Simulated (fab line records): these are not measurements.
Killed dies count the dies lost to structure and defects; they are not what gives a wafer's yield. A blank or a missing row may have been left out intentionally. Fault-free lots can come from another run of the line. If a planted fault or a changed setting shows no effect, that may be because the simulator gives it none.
fab line records	flow n5Finfet
[record] lots = 5	wafers = 15	lastDay = 16
route steps=1938 shown BEOL_M13@1700 BEOL_M14@1716
lots with no fault: from the same line, run without faults
startH: the number of hours between the record's first day and the start of the first shown wafer of the lot	waitH: hours since the lot's step before	" as in the row above	L1.1+2: a single row standing in for several wafers	- value missing, or start not given	* or withheld: withheld	< > ~ a bound
route shown NAME@n: NAME is a module with steps in the file, n the number in the route of the first one	usual: mean/standard deviation taken from wafers without a fault	same: alike in all rows	chamber/n: place in a boat	sites: readings site by site	_std_site: how widely they spread, as a standard deviation	_edge_site: inner sites' mean taken away from outer sites' mean	radiusMm: for every site, how far away it sits from the centre of the wafer	mask NAME#n: copy n	behind: the most recent tool/chamber to have shaped the wafer	hold: reason for holding the lot/hours on hold/outcome of the hold	device: names the non-switching transistor (n, p or np)	end of line: tests run on the same wafers once the route is complete	a step without rows: its recipe alone	killed: the dies lost at the first sort to structure and to defects; this is not the yield of the wafer	map: a wafer's dies, x killed, . not, _ none there
set.NAME: the setting as run; set.NAME@STEP: as run at that earlier step	model.NAME: the simulator's own value behind a step, which no gauge read
lots at selected steps of the route; one table per step, one row per wafer
services: from which hour (startH, from the record's first day; less than 0 if before it) a tool's chamber was out of use, for how many hours, and why
[[steps]]
[step N5_BEOL_M13_ETCH_38]
[recipe] chemistry = CF4/N2	target = SiCN	targetDepthA = 675	taperDeg = 2	timeS = 71.9	ionEnergyEv = 150	maskMaterial = SiO2	pressureMtorr = 40	sourceW = 430	biasW = 70	Ar_flow_sccm = 100	cf4FlowSccm = 60	n2FlowSccm = 60
[usual] drypumpMotorCurrentA = 5.5/0.35	oesProductAu = 0.82/0.1	rfFwdPowerW = 428.3/1.3	rfVppV = 382.7/1.6	showerheadPlenumPTorr = 2.22/0.057	throttleValvePct = 15.43/0.29
lot.wafer	tool	chamber	startH	waitH	drypumpMotorCurrentA	oesProductAu	rfFwdPowerW	rfHoursCounterH	rfVppV	showerheadPlenumPTorr	throttleValvePct
L075.1	rieDiel-02	3	227.87	-	5.7	0.70	429.3	246	381.1	2.16	15.76
L075.2	"	2	"	"	5.6	0.95	427.7	5	384.0	2.23	14.94
L075.5	"	2	"	"	5.7	0.95	426.4	-	383.6	2.23	14.94
L076.1	rieDiel-06	2	251.69	-	5.1	0.86	429.4	82	382.8	2.21	15.30
L076.4	"	0	"	"	5.3	0.75	429.1	179	383.6	2.29	15.37
L076.6	"	0	"	"	5.3	0.76	430.0	-	384.5	2.29	15.39
L080.1	rieDiel-06	0	267.57	-	5.3	0.74	427.3	184	384.5	2.29	15.40
L080.4	"	3	"	"	4.9	0.69	428.3	-	379.6	2.10	16.15
L080.5	"	0	"	"	5.3	0.74	426.6	-	383.9	2.29	15.39
L082.2	rieDiel-06	0	280.38	-	5.3	0.74	427.2	189	384.4	2.28	15.40
L082.5	"	2	"	"	5.0	0.85	428.4	-	384.9	2.21	15.29
L082.6	"	1	"	"	6.0	0.69	428.7	-	384.2	2.27	15.79
L090.1	rieDiel-06	3	344.68	-	4.9	0.98	428.2	15	385.4	2.36	15.67
L090.3	"	1	"	"	5.9	0.96	428.6	10	384.4	2.26	15.32
L090.6	"	0	"	"	5.3	0.73	428.7	-	384.4	2.28	15.43
[step N5_BEOL_M13_PRECLEAN_39]
[recipe] chemistry = residueRemover	timeS = 60	tempC = 40
lot.wafer	tool	chamber	startH	waitH
L075.1+2+5	wetBench-04	3,4,7	228.00	0.1
L076.1+4+6	wetBench-06	1,4,2	251.82	0.1
L080.1+4+5	wetBench-06	4,0,6	267.70	0.1
L082.2+5+6	wetBench-04	2,0,1	280.50	0.1
L090.1+3+6	wetBench-04	6,0,4	344.81	0.1
[step N5_BEOL_M13_SRD_40]
[recipe] timeS = 30	tempC = 23	rinseLiquid = diw	dry = n2Spin	spinRpm = 1500	dryTimeS = 30
lot.wafer	tool	chamber	startH	waitH
L075.1+2+5	wetBench-04	3,4,7	228.02	0.0
L076.1+4+6	wetBench-06	1,4,2	251.84	0.0
L080.1+4+5	wetBench-06	4,0,6	267.72	0.0
L082.2+5+6	wetBench-04	2,0,1	280.52	0.0
L090.1+3+6	wetBench-04	6,0,4	344.83	0.0
[step N5_BEOL_M13_DEGAS_41]
[recipe] ambient = vacuum	tempC = 250	timeS = 60
[usual] heaterPowerW = 329/25
lot.wafer	tool	chamber	startH	waitH	heaterPowerW
L075.1	pvdSputter-01	-	228.31	0.3	349
L075.2	"	-	"	"	313
L075.5	"	-	"	"	299
L076.1	pvdSputter-02	-	252.23	0.4	289
L076.4	"	-	"	"	302
L076.6	"	-	"	"	352
L080.1	pvdSputter-03	-	268.50	0.8	351
L080.4	"	-	"	"	321
L080.5	"	-	"	"	340
L082.2	pvdSputter-01	-	280.98	0.4	345
L082.5	"	-	"	"	347
L082.6	"	-	"	"	307
L090.1	pvdSputter-02	-	345.05	0.2	289
L090.3	"	-	"	"	358
L090.6	"	-	"	"	355
[step N5_BEOL_M13_PRE_CLEAN_42]
[recipe] gas = H2/He	timeS = 30	tempC = 250
[usual] heaterPowerW = 329/25
lot.wafer	tool	chamber	startH	waitH	heaterPowerW
L075.1	pvdSputter-01	-	228.35	0.0	357
L075.2	"	-	"	"	313
L075.5	"	-	"	"	305
L076.1	pvdSputter-02	-	252.27	0.0	285
L076.4	"	-	"	"	298
L076.6	"	-	"	"	365
L080.1	pvdSputter-03	-	268.54	0.0	367
L080.4	"	-	"	"	321
L080.5	"	-	"	"	339
L082.2	pvdSputter-01	-	281.02	0.0	356
L082.5	"	-	"	"	355
L082.6	"	-	"	"	316
L090.1	pvdSputter-02	-	345.09	0.0	291
L090.3	"	-	"	"	362
L090.6	"	-	"	"	355
[step N5_BEOL_M13_SPUTTER_43]
[recipe] material = TaN	targetThkA = 150	tempC = 50	biasV = 168.6	powerW = 15000	chamberPressurePa = 0.12	timeS = 24.19
[usual] throttleValvePct = 29.8/0.93
lot.wafer	tool	chamber	startH	waitH	throttleValvePct
L075.1	pvdSputter-01	-	228.39	0.0	29.9
L075.2	"	-	"	"	30.5
L075.5	"	-	"	"	28.3
L076.1	pvdSputter-02	-	252.31	0.0	30.1
L076.4	"	-	"	"	29.4
L076.6	"	-	"	"	31.2
L080.1	pvdSputter-03	-	268.58	0.0	30.2
L080.4	"	-	"	"	30.1
L080.5	"	-	"	"	32.0
L082.2	pvdSputter-01	-	281.06	0.0	29.4
L082.5	"	-	"	"	28.9
L082.6	"	-	"	"	30.5
L090.1	pvdSputter-02	-	345.13	0.0	30.3
L090.3	"	-	"	"	30.9
L090.6	"	-	"	"	31.2
[step N5_BEOL_M13_SPUTTER_44]
[recipe] material = Ta	targetThkA = 100	tempC = 50	biasV = 80	powerW = 15000	chamberPressurePa = 0.07	timeS = 16.13
[usual] throttleValvePct = 29.9/0.9
lot.wafer	tool	chamber	startH	waitH	throttleValvePct
L075.1	pvdSputter-01	-	228.47	0.0	29.8
L075.2	"	-	"	"	30.4
L075.5	"	-	"	"	28.3
L076.1	pvdSputter-02	-	252.39	0.0	30.3
L076.4	"	-	"	"	29.3
L076.6	"	-	"	"	31.1
L080.1	pvdSputter-03	-	268.66	0.0	30.3
L080.4	"	-	"	"	30.3
L080.5	"	-	"	"	31.6
L082.2	pvdSputter-01	-	281.14	0.0	29.2
L082.5	"	-	"	"	29.0
L082.6	"	-	"	"	30.4
L090.1	pvdSputter-02	-	345.21	0.0	30.2
L090.3	"	-	"	"	30.8
L090.6	"	-	"	"	30.9
[step N5_BEOL_M13_SPUTTER_45]
[recipe] material = Cu	targetThkA = 800	tempC = -20	biasV = 60	powerW = 26000	chamberPressurePa = 0.13	timeS = 13.33
[usual] throttleValvePct = 29.9/0.91
lot.wafer	tool	chamber	startH	waitH	throttleValvePct
L075.1	pvdSputter-01	-	228.55	0.0	29.9
L075.2	"	-	"	"	30.2
L075.5	"	-	"	"	28.1
L076.1	pvdSputter-02	-	252.47	0.0	30.3
L076.4	"	-	"	"	29.3
L076.6	"	-	"	"	31.0
L080.1	pvdSputter-03	-	268.74	0.0	30.1
L080.4	"	-	"	"	30.1
L080.5	"	-	"	"	31.9
L082.2	pvdSputter-01	-	281.22	0.0	29.1
L082.5	"	-	"	"	29.4
L082.6	"	-	"	"	30.0
L090.1	pvdSputter-02	-	345.29	0.0	30.4
L090.3	"	-	"	"	31.1
L090.6	"	-	"	"	31.0
[step N5_BEOL_M13_ECD_47]
[recipe] material = Cu	targetThkA = 9360
lot.wafer	tool	chamber	startH	waitH
L075.1+2+5	ecdCu-01	1,0,1	228.67	0.1
L076.1+4+6	ecdCu-02	1,0,1	252.58	0.1
L080.1+4+5	ecdCu-02	0	268.86	0.1
L082.2+5+6	ecdCu-02	0,0,1	281.34	0.1
L090.1+3+6	ecdCu-01	1	345.40	0.1
[step N5_BEOL_M13_ANNEAL_48]
[recipe] tempC = 225	timeS = 90	ambient = N2
[usual] wafer_temp_C_max = 226.2/0.48
lot.wafer	tool	chamber	startH	waitH	wafer_temp_C_max
L075.1	rtpAnneal-02	0	228.83	0.1	227.1
L075.2	"	0	"	"	226.4
L075.5	"	0	"	"	226.7
L076.1	rtpAnneal-01	0	252.75	0.1	225.4
L076.4	"	0	"	"	225.7
L076.6	"	0	"	"	225.2
L080.1	rtpAnneal-02	0	269.06	0.2	226.3
L080.4	"	0	"	"	226.1
L080.5	"	0	"	"	226.1
L082.2	rtpAnneal-01	0	281.55	0.2	225.6
L082.5	"	0	"	"	225.5
L082.6	"	0	"	"	225.3
L090.1	rtpAnneal-02	0	345.57	0.1	226.0
L090.3	"	0	"	"	226.1
L090.6	"	0	"	"	226.3
[step N5_BEOL_M13_CMP_49]
[recipe] stopOn = SiOC	tOverpolishS = 17.1	downForcePsi = 1	platenRpm = 50	clearingPlatenDownForcePsi = 1.5	clearingPlatenRpm = 50	postCmpClean = cuAlkaline	targetThkNm = 420	clearingPlatenPadVelocityMS = 0.99484	padVelocityMS = 0.99484
[usual] barrierFieldEndpointS = 30.8/1.1	motorCurrentA = 6.2/0.83	overpolishRunS = 17.099/0.0079
lot.wafer	tool	chamber	startH	waitH	barrierFieldEndpointS	motorCurrentA	overpolishRunS
L075.2	cmp-03	0	229.21	0.3	30.0	7.9	17.116
L075.1	"	1	"	"	32.5	5.4	17.088
L075.5	"	3	"	"	29.1	5.8	17.099
L076.4	cmp-02	2	253.12	0.2	31.7	5.9	17.111
L076.1	"	3	"	"	28.7	6.2	17.107
L076.6	"	1	"	"	30.0	5.3	17.099
L080.4	cmp-03	0	269.68	0.3	30.9	7.8	17.092
L080.1	"	1	"	"	32.5	5.6	17.096
L080.5	"	3	"	"	29.8	5.9	17.107
L082.2	cmp-02	1	281.90	0.3	30.1	5.2	17.093
L082.6	"	3	"	"	29.7	6.5	17.107
L082.5	"	0	"	"	30.6	5.8	17.101
L090.3	cmp-01	0	345.90	0.2	29.9	6.6	17.097
L090.1	"	2	"	"	31.4	5.1	17.111
L090.6	"	3	"	"	31.4	6.4	17.102
[step N5_BEOL_M13_THK_MEAS_50]
[recipe] thkMeasGauge = xrf	reads = Cu_of_BEOL_M13_ECD_47
[usual] M13_THK = 434/10
lot.wafer	tool	chamber	startH	waitH	M13_THK[nm]
L075.1	filmMetro-02	-	229.43	-	447
L075.2	"	-	"	"	432
L075.5	"	-	"	"	433
L076.1	filmMetro-01	-	253.34	-	433
L076.4	"	-	"	"	440
L076.6	"	-	"	"	439
L080.1	filmMetro-01	-	269.94	-	432
L080.4	"	-	"	"	428
L080.5	"	-	"	"	414
L082.2	filmMetro-01	-	282.12	-	439
L082.5	"	-	"	"	437
L082.6	"	-	"	"	433
L090.1	filmMetro-01	-	346.16	-	408
L090.3	"	-	"	"	433
L090.6	"	-	"	"	426
[step N5_BEOL_M13_PRE_CLEAN_52]
[recipe] gas = NH3	timeS = 15	tempC = withheld	rfPowerW = 300
[usual] rfFwdPowerW = 295.4/1.7
lot.wafer	tool	chamber	startH	waitH	rfFwdPowerW
L075.1	pecvd-03	0	229.46	0.0	295.2
L075.2	"	2	"	"	296.6
L075.5	"	2	"	"	297.1
L076.1	pecvd-03	2	253.38	0.0	297.8
L076.4	"	0	"	"	296.3
L076.6	"	1	"	"	293.4
L080.1	pecvd-02	2	269.97	0.0	291.2
L080.4	"	2	"	"	292.8
L080.5	"	0	"	"	297.3
L082.2	pecvd-02	0	282.16	0.0	297.0
L082.5	"	0	"	"	296.3
L082.6	"	1	"	"	295.7
L090.1	pecvd-02	1	346.19	0.0	294.0
L090.3	"	2	"	"	292.0
L090.6	"	1	"	"	295.7
[step N5_BEOL_M13_DEP_53]
[recipe] material = SiCN	targetThkA = 500	tempC = withheld	precursor = 3MS/NH3	pressureTorr = 3	rfW = 675	timeS = 17.8
[usual] chamberPressureTorr = 2.999/0.0063	rfFwdPowerW = 667/3.3	showerheadPlenumPTorr = 4.158/0.017	throttleValvePct = 18.2/0.87
lot.wafer	tool	chamber	startH	waitH	chamberPressureTorr	rfFwdPowerW	showerheadPlenumPTorr	throttleValvePct
L075.1	pecvd-03	0	229.49	0.0	3.004	666	4.157	17.4
L075.2	"	2	"	"	2.994	666	4.143	16.6
L075.5	"	2	"	"	3.001	665	4.154	16.9
L076.1	pecvd-03	2	253.40	0.0	3.001	668	4.146	17.0
L076.4	"	0	"	"	3.004	672	4.163	17.7
L076.6	"	1	"	"	3.000	669	4.157	18.4
L080.1	pecvd-02	2	270.00	0.0	3.006	665	4.129	17.6
L080.4	"	2	"	"	3.009	663	4.135	17.7
L080.5	"	0	"	"	3.015	671	4.173	19.3
L082.2	pecvd-02	0	282.19	0.0	3.008	671	4.174	19.2
L082.5	"	0	"	"	3.006	673	4.161	19.2
L082.6	"	1	"	"	3.003	668	4.148	18.9
L090.1	pecvd-02	1	346.22	0.0	2.992	668	4.171	19.1
L090.3	"	2	"	"	2.991	659	4.145	17.8
L090.6	"	1	"	"	2.988	671	4.159	18.8
[step N5_BEOL_M13_RS_MEAS_54]
[recipe] thkMeasGauge = four-point-probe	reads = Cu_of_BEOL_M13_ECD_47+Ta_of_BEOL_M13_SPUTTER_44+TaN_of_BEOL_M13_SPUTTER_43
[usual] M13_RS = 0.0448/0.0011
lot.wafer	tool	chamber	startH	waitH	M13_RS[ohm/sq]
L075.1	filmMetro-02	-	229.55	0.0	0.0432
L075.2	"	-	"	"	0.0448
L075.5	"	-	"	"	0.0446
L076.1	filmMetro-02	-	253.47	0.0	0.0451
L076.4	"	-	"	"	0.0446
L076.6	"	-	"	"	0.0447
L080.1	filmMetro-01	-	270.07	0.0	0.0448
L080.4	"	-	"	"	0.0453
L080.5	"	-	"	"	0.0466
L082.2	filmMetro-01	-	282.28	0.1	0.0440
L082.5	"	-	"	"	0.0442
L082.6	"	-	"	"	0.0446
L090.1	filmMetro-02	-	346.29	0.0	0.0473
L090.3	"	-	"	"	0.0443
L090.6	"	-	"	"	0.0451
[step N5_BEOL_M13_INSPECT_55]
[recipe] inspectInstrument = darkfield	mode = postDep
[usual] rawDefectCount = 76/22
lot.wafer	tool	chamber	startH	waitH	rawDefectCount
L075.1	defectInspect-02	-	229.58	0.0	60
L075.2	"	-	"	"	84
L075.5	"	-	"	"	65
L076.1	defectInspect-01	-	253.49	0.0	52
L076.4	"	-	"	"	69
L076.6	"	-	"	"	71
L080.1	defectInspect-02	-	270.09	0.0	60
L080.4	"	-	"	"	60
L080.5	"	-	"	"	58
L082.2	defectInspect-02	-	282.30	0.0	82
L082.5	"	-	"	"	74
L082.6	"	-	"	"	58
L090.1	defectInspect-02	-	346.31	0.0	72
L090.3	"	-	"	"	110
L090.6	"	-	"	"	94
[step N5_BEOL_M14_ILD_DEP_00]
[recipe] material = SiO2	targetThkA = 11193	tempC = 400	precursor = TEOS/O2	pressureTorr = 6.5	rfW = 900	teosFlowSccm = 161.4	gas = O2	flowSccm = 2650	timeS = 237.4
[usual] chamberPressureTorr = 6.501/0.015	heaterPowerW = 568/78	rfFwdPowerW = 897.9/2.9	showerheadPlenumPTorr = 8.36/0.031	throttleValvePct = 19.0/0.92
lot.wafer	tool	chamber	startH	waitH	chamberPressureTorr	heaterPowerW	rfFwdPowerW	showerheadPlenumPTorr	throttleValvePct
L075.1	pecvd-04	0	229.62	0.0	6.475	541	900.8	8.33	19.8
L075.2	"	1	"	"	6.484	632	900.1	8.35	19.0
L075.5	"	0	"	"	6.508	641	896.8	8.36	20.1
L076.1	pecvd-04	2	253.53	0.0	6.470	590	894.0	8.41	17.6
L076.4	"	1	"	"	6.535	582	893.7	8.35	18.7
L076.6	"	2	"	"	6.465	629	898.6	8.43	18.0
L080.1	pecvd-01	0	270.13	0.0	6.498	644	897.9	8.35	19.2
L080.4	"	0	"	"	6.498	488	897.7	8.37	19.2
L080.5	"	0	"	"	6.488	583	896.8	8.37	19.3
L082.2	pecvd-04	1	282.34	0.0	6.509	614	897.4	8.38	18.9
L082.5	"	2	"	"	6.489	634	894.4	8.42	18.1
L082.6	"	0	"	"	6.511	500	895.2	8.33	20.1
L090.1	pecvd-04	2	346.35	0.0	6.509	627	897.3	8.44	17.8
L090.3	"	0	"	"	6.507	605	900.8	8.33	20.4
L090.6	"	2	"	"	6.508	496	896.2	8.42	17.9
[step N5_BEOL_M14_THK_MEAS_01]
[recipe] reads = SiO2_of_BEOL_M14_ILD_DEP_00
[usual] M14_ILD_THK = 1125/14
lot.wafer	tool	chamber	startH	waitH	M14_ILD_THK[nm]
L075.1	filmMetro-01	-	229.89	0.2	1107
L075.2	"	-	"	"	1117
L075.5	"	-	"	"	1134
L076.1	filmMetro-01	-	253.72	0.1	1106
L076.4	"	-	"	"	1122
L076.6	"	-	"	"	1122
L080.1	filmMetro-01	-	270.40	0.2	1109
L080.4	"	-	"	"	1131
L080.5	"	-	"	"	1135
L082.2	filmMetro-02	-	282.53	0.1	1102
L082.5	"	-	"	"	1110
L082.6	"	-	"	"	1128
L090.1	filmMetro-01	-	346.54	0.1	1110
L090.3	"	-	"	"	1112
L090.6	"	-	"	"	1131
[step N5_BEOL_M14_COAT_58]
[recipe] resist = BARC	tempC = 205	timeS = 60	spinRpm = 1500	resistThkNm = 89
lot.wafer	tool	chamber	startH	waitH
L075.1+2+5	lithoTrack-02	0	229.92	0.0
L076.1+4+6	lithoTrack-03	0	253.75	0.0
L080.1+4+5	lithoTrack-04	0	270.43	0.0
L082.2+5+6	lithoTrack-03	0	282.56	0.0
L090.1+3+6	lithoTrack-04	0	346.57	0.0
[step N5_BEOL_M14_COAT_04]
[recipe] spinRpm = 1704	resistThkNm = 800
lot.wafer	tool	chamber	startH	waitH
L075.1+2+5	lithoTrack-02	0	-	-
L076.1+4+6	lithoTrack-03	0	-	-
L080.1+4+5	lithoTrack-04	0	-	-
L082.2+5+6	lithoTrack-03	0	-	-
L090.1+3+6	lithoTrack-04	0	-	-
[step N5_BEOL_M14_EBR_06]
[recipe] solvent = PGMEA	ebrWidthMm = 1.5
lot.wafer	tool	chamber	startH	waitH
L075.1+2+5	lithoTrack-02	0	-	-
L076.1+4+6	lithoTrack-03	0	-	-
L080.1+4+5	lithoTrack-04	0	-	-
L082.2+5+6	lithoTrack-03	0	-	-
L090.1+3+6	lithoTrack-04	0	-	-
[step N5_BEOL_M14_SOFTBAKE_05]
[recipe] tempC = 130	timeS = 60
lot.wafer	tool	chamber	startH	waitH
L075.1+2+5	lithoTrack-02	0	-	-
L076.1+4+6	lithoTrack-03	0	-	-
L080.1+4+5	lithoTrack-04	0	-	-
L082.2+5+6	lithoTrack-03	0	-	-
L090.1+3+6	lithoTrack-04	0	-	-
[step N5_BEOL_M14_EXPOSE_07]
[recipe] maskId = V13	na = 0.8	sourceShape = annular	sigmaInner = 0.5	sigmaOuter = 0.8	polarization = unpolarized	attpsmPhaseDeg = 180	doseMj = 57
[same] sigmaOuter = 0.8
lot.wafer	tool	chamber	startH	waitH	mask
L075.1+2+5	krfScanner-02	0	230.02	-	V13#0
L076.1+4+6	krfScanner-01	0	253.85	-	V13#0
L080.1+4+5	krfScanner-02	0	270.53	-	V13#0
L082.2+5+6	krfScanner-01	0	282.79	-	V13#0
L090.1+3+6	krfScanner-02	0	346.67	-	V13#0
[step N5_BEOL_M14_PEB_08]
[recipe] pebTempC = 130	pebTimeS = 90
lot.wafer	tool	chamber	startH	waitH
L075.1+2+5	lithoTrack-02	0	230.08	0.1
L076.1+4+6	lithoTrack-03	0	253.91	0.1
L080.1+4+5	lithoTrack-02	0	270.59	0.1
L082.2+5+6	lithoTrack-03	0	282.85	0.0
L090.1+3+6	lithoTrack-04	0	346.73	0.1
[step N5_BEOL_M14_DEVELOP_09]
[recipe] developTimeS = 45	rinseLiquid = diw	dry = airSpin	devTempC = 21
[same] developTimeS = 45
lot.wafer	tool	chamber	startH	waitH
L075.1+2+5	lithoTrack-02	0	-	-
L076.1+4+6	lithoTrack-03	0	-	-
L080.1+4+5	lithoTrack-02	0	-	-
L082.2+5+6	lithoTrack-03	0	-	-
L090.1+3+6	lithoTrack-04	0	-	-
[step N5_BEOL_M14_HARDBAKE_14]
[recipe] tempC = 130	timeS = 120
lot.wafer	tool	chamber	startH	waitH
L075.1+2+5	lithoTrack-02	0	-	-
L076.1+4+6	lithoTrack-03	0	-	-
L080.1+4+5	lithoTrack-02	0	-	-
L082.2+5+6	lithoTrack-03	0	-	-
L090.1+3+6	lithoTrack-04	0	-	-
[step N5_BEOL_M14_CD_MEAS_10]
[recipe] targetCdNm = 250	landingEnergyEv = 500	detector = seInlens	polarity = opening
[usual] cdNm = 248.8/2.8
lot.wafer	tool	chamber	startH	waitH	cdNm
L075.1	cdSem-01	0	230.19	-	244.1
L075.2	"	0	"	"	247.4
L075.5	"	0	"	"	241.9
L076.1	cdSem-01	0	254.03	-	246.6
L076.4	"	0	"	"	249.5
L076.6	"	0	"	"	248.4
L080.1	cdSem-03	0	270.70	-	249.3
L080.4	"	0	"	"	250.4
L080.5	"	0	"	"	245.8
L082.2	cdSem-03	0	282.96	-	245.6
L082.5	"	0	"	"	249.1
L082.6	"	0	"	"	250.0
L090.1	cdSem-03	0	346.85	-	251.1
L090.3	"	0	"	"	252.3
L090.6	"	0	"	"	250.5
[[services]]
tool	chamber	startH	hours	kind
cmp-02	-	206.20	2.5	repair
cmp-03	-	220.39	0.8	repair
krfScanner-01	-	220.62	4.4	pm
krfScanner-02	-	225.00	1.3	pm
krfScanner-01	-	235.64	1.3	pm
pecvd-01	1	246.46	25.7	repair
pecvd-03	-	250.52	2.8	pm
cmp-02	-	255.23	2.4	repair
krfScanner-01	-	258.14	1.0	pm
cmp-02	-	259.41	8.9	repair
krfScanner-01	-	263.50	0.8	pm
rtpAnneal-01	-	275.01	1.8	pm
cmp-02	-	280.10	1.0	repair
cmp-02	-	284.72	8.9	pm
cmp-02	-	295.37	4.2	pm
cmp-03	-	297.69	2.2	repair
pecvd-04	-	299.98	0.4	repair
pvdSputter-01	-	301.73	2.1	repair
ecdCu-02	-	308.09	0.5	repair
krfScanner-01	-	308.14	6.0	repair
pvdSputter-01	-	310.66	1.0	repair
krfScanner-02	-	314.16	1.0	pm
pvdSputter-01	-	328.15	1.8	repair
cmp-02	-	345.09	6.3	repair
[[key]]
fault none
